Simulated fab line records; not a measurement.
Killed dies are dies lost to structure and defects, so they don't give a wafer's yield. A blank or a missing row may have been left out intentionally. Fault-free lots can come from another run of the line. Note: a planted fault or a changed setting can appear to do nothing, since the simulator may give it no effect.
A lot that was struck, set against a sound lot || flow nand harc || 25 out of 1302 route steps
Sound: these wafers, L745.4, L745.5, L745.6. Wafers L751.2, L751.3, L751.4 were the ones struck. Last of all comes the cause.
Each step with rows lists, per side, the tool, then ch with its chambers, then its first start. Under that, the readings that differ: sound wafers || struck wafers || difference of the means || sigmas: that difference in standard deviations of wafers without a fault.
alike: readings whose means differ by less than 2 such deviations, and words and numbers that are the same on both sides. not compared: withheld readings, readings that some wafer has no value for, bounds like >300 that may hide the same value, and numbers for which the record gives no deviation and whose values overlap.
The two part at a step that has a row with sigmas, a row that says differs or no value, or rows on one side only. Non-overlapping numbers with no deviation appear without sigmas and do not part them. A reading that every wafer of one side lacks parts them only if that side has two wafers or more.

first, 5 steps without rows for these wafers: NHARC_P_GATE_STRIP_15 (strips in SPM, time 780 s); NHARC_P_GATE_PRECLEAN_71 (cleans in SC1); NHARC_P_GATE_SRD_72; NHARC_P_GATE_OXIDE_16 (material SiO2, target thk 3 nm, ox time 392 s); NHARC_P_GATE_CVD_17 (deposits poly-Si, target thk 150 nm, time 900 s).
NHARC_P_GATE_HM_DEP_102: deposits aC, target thk 120 nm.
  sound on acl dep-01 ch 0, day 5 20:59; struck on acl dep-03 ch 0, day 8 05:53
  alike: throttle valve pct
NHARC_P_GATE_DEP_103: deposits SiON, target thk 30 nm.
  sound on pecvd-02 ch 0,1,2, day 5 21:25; struck on pecvd-02 ch 0,2, day 8 06:28
  alike: heater power w
then, 5 steps without rows for these wafers: NHARC_P_GATE_DEHYDRATE_18 (time 120 s); NHARC_P_GATE_HMDS_19 (time 30 s); NHARC_P_GATE_COAT_20 (resist thk 90 nm); NHARC_P_GATE_SOFTBAKE_21 (time 55 s); NHARC_P_GATE_EBR_22.
NHARC_P_GATE_EXPOSE_23: exposes mask P GATE, target cd 120 nm.
  sound on arfi scanner-03 ch 0, day 5 21:46; struck on arfi scanner-02 ch 0, day 8 06:53
{"reading": "mask", "sound": "P_GATE#0 P_GATE#0 P_GATE#0", "struck": "P_GATE_R1#0 P_GATE_R1#0 P_GATE_R1#0", "difference": "differs", "sigmas": ""}
then, 2 steps without rows for these wafers: NHARC_P_GATE_PEB_24 (peb time 65 s); NHARC_P_GATE_DEVELOP_25 (develop time 35 s).
NHARC_P_GATE_CD_MEAS_26: target cd 120 nm.
  sound on cd sem-03 ch 0, day 5 21:53; struck on cd sem-02 ch 0, day 8 07:01
{"reading": "cd nm (nm)", "sound": "120.4 119.9 120.2", "struck": "112.3 112.3 113.2", "difference": -7.6, "sigmas": -13}
NHARC_P_GATE_OVL_MEAS_27:
  struck on overlay-02, day 8 07:06; sound on overlay-02, day 5 21:58
  alike: overlay x nm, overlay y nm
NHARC_P_GATE_INSPECT_28:
  struck on defect inspect-02, day 8 07:08; sound on defect inspect-01, day 5 22:01
  alike: raw defect count
NHARC_P_GATE_DESCUM_31: chemistry O2, time 3 s.
  sound on rie diel-04 ch 1,2,3, day 5 22:05; struck on rie diel-04 ch 0,1,3, day 8 07:12
{"reading": "model.P_GATE.cd nm (nm)", "sound": "120.6 120 120", "struck": "112.7 112.4 112.7", "difference": -7.6, "sigmas": ""}
  alike: drypump motor current A, oes product au, rf vpp V, showerhead plenum p Torr, throttle valve pct
  not compared: rf hours counter h
NHARC_P_GATE_ETCH_104: etches the open film in CF4/CHF3, target depth 60 nm.
  sound on rie diel-04 ch 0,1,2, day 5 22:10; struck on rie diel-04 ch 0,2,3, day 8 07:17
  alike: drypump motor current A, oes product au, rf vpp V, showerhead plenum p Torr, throttle valve pct
NHARC_P_GATE_HM_OPEN_105: chemistry O2/COS, target depth 360 nm.
  sound on rie diel-04 ch 0,1; struck on rie diel-04 ch 1,2,3
  alike: drypump motor current A, oes product au, rf vpp V, showerhead plenum p Torr, throttle valve pct
  not compared: rf hours counter h
then, 1 step without rows for these wafers: NHARC_P_GATE_STRIP_106 (strips in O2/COS).
NHARC_P_GATE_ETCH_114: etches the open film in CF4/O2, target depth 30 nm, overetch 3 nm, time 16.5 s.
  sound on rie diel-04 ch 0,1,2; struck on rie diel-04 ch 0,2,3
{"reading": "throttle valve pct (%)", "sound": "13.380 13.383 13.398", "struck": "13.400 13.417 13.407", "difference": "+0.021", "sigmas": "+2"}
  alike: drypump motor current A, oes_ar_750_au, oes product au, rf vpp V, showerhead plenum p Torr
  not compared: rf hours counter h
NHARC_P_GATE_ETCH_32: etches the open film in HBr/Cl2, target depth 150 nm, time 100.1 s.
  sound on rie si-05 ch 1,2, day 5 22:33; struck on rie si-03 ch 0,1,2, day 8 07:40
  alike: drypump motor current A, oes product au, throttle valve pct
  not compared: rf hours counter h, model.P_GATE.cd nm
then, 1 step without rows for these wafers: NHARC_P_GATE_STRIP_108 (strips in O2).

WHERE THEY PART
Earliest at NHARC_P_GATE_EXPOSE_23; latest, in this record, at NHARC_P_GATE_ETCH_114. Later steps at which nothing parts them and some readings are alike: NHARC_P_GATE_ETCH_32.

WHY: what had been put in by the simulator
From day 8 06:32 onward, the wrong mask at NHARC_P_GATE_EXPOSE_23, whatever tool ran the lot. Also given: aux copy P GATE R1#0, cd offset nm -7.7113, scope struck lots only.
